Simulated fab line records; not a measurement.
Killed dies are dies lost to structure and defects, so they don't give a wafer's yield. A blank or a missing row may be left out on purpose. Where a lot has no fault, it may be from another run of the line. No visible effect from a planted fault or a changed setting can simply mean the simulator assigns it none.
Which tool did it?	flow nandHarc	18 wafers from 6 lots sampled at 5 of the route's 1302 steps

## WHAT EACH GAUGE READ, for each wafer
NHARC_END_SORT_01.
lot	measured	on	killedAtArray
L551	day 28 18:43	prober-01	98 134 88

## WHAT TOOL EACH LOT RAN ON (gives the tool, then ch and the chambers of the sampled wafers, and finally the start)
lot	NHARC_A_CONTACT_ETCH_126	NHARC_THIN_TSV_DESCUM_14	NHARC_THIN_TSV_STRIP_45	NHARC_THIN_TSV_DEGAS_49
L543	harCapEtch-03 ch 0,1, day 22 04:29	rieDiel-07 ch 1,2,3, day 23 21:32	plasmaAsher-01 ch 0,1, day 23 22:23	pvdSputter-02, day 24 00:07
L545	harCapEtch-03 ch 1, day 22 18:41	rieDiel-09 ch 2,3, day 24 08:16	plasmaAsher-02 ch 0,1, day 24 09:10	pvdSputter-01, day 24 10:52
L549	harCapEtch-01 ch 0,1, day 24 17:35	rieDiel-09 ch 1,2,3, day 26 09:32	plasmaAsher-01 ch 0,1, day 26 10:32	pvdSputter-02, day 26 12:10
L550	harCapEtch-02 ch 0,1, day 25 09:09	rieDiel-09 ch 0,3, day 27 02:53	plasmaAsher-01 ch 0,1, day 27 03:45	pvdSputter-02, day 27 05:29
L551	harCapEtch-02 ch 0,1, day 26 06:43	rieDiel-09 ch 0,1,2, day 28 03:31	plasmaAsher-02 ch 0,1, day 28 04:24	pvdSputter-03, day 28 06:08
L562	harCapEtch-01 ch 0,1, day 29 23:55	rieDiel-11 ch 0,1, day 31 15:08	plasmaAsher-01 ch 0,1, day 31 16:07	pvdSputter-03, day 31 17:47
- NHARC_A_CONTACT_ETCH_126: etches the open film in C4F8/O2/Ar, time 197 s, target depth 1918 nm.
- NHARC_THIN_TSV_DESCUM_14: chemistry O2, time 3 s.
- NHARC_THIN_TSV_STRIP_45: strips in O2.
- NHARC_THIN_TSV_DEGAS_49: time 120 s.

## THE ANSWER, worked out from the rows above alone
Rule: what is usual is taken from the lots themselves. Put in order of their means at a reading, lots are off if they are a third of the lots or fewer, leave a main group of 4 or more, and stand apart from it by a gap of 3 or more times the standard deviation of the main group's means; of several such gaps the widest counts. Not used: any main group whose means are identical at the precision the tables above print for the reading. Also off: a lot with no number at a reading for which 4 or more lots have one. Any other lot the step has rows for is counted as sound.
None of the lots is off at any reading shown; this tells nothing.

## WHAT THE SIMULATOR HAD INSERTED
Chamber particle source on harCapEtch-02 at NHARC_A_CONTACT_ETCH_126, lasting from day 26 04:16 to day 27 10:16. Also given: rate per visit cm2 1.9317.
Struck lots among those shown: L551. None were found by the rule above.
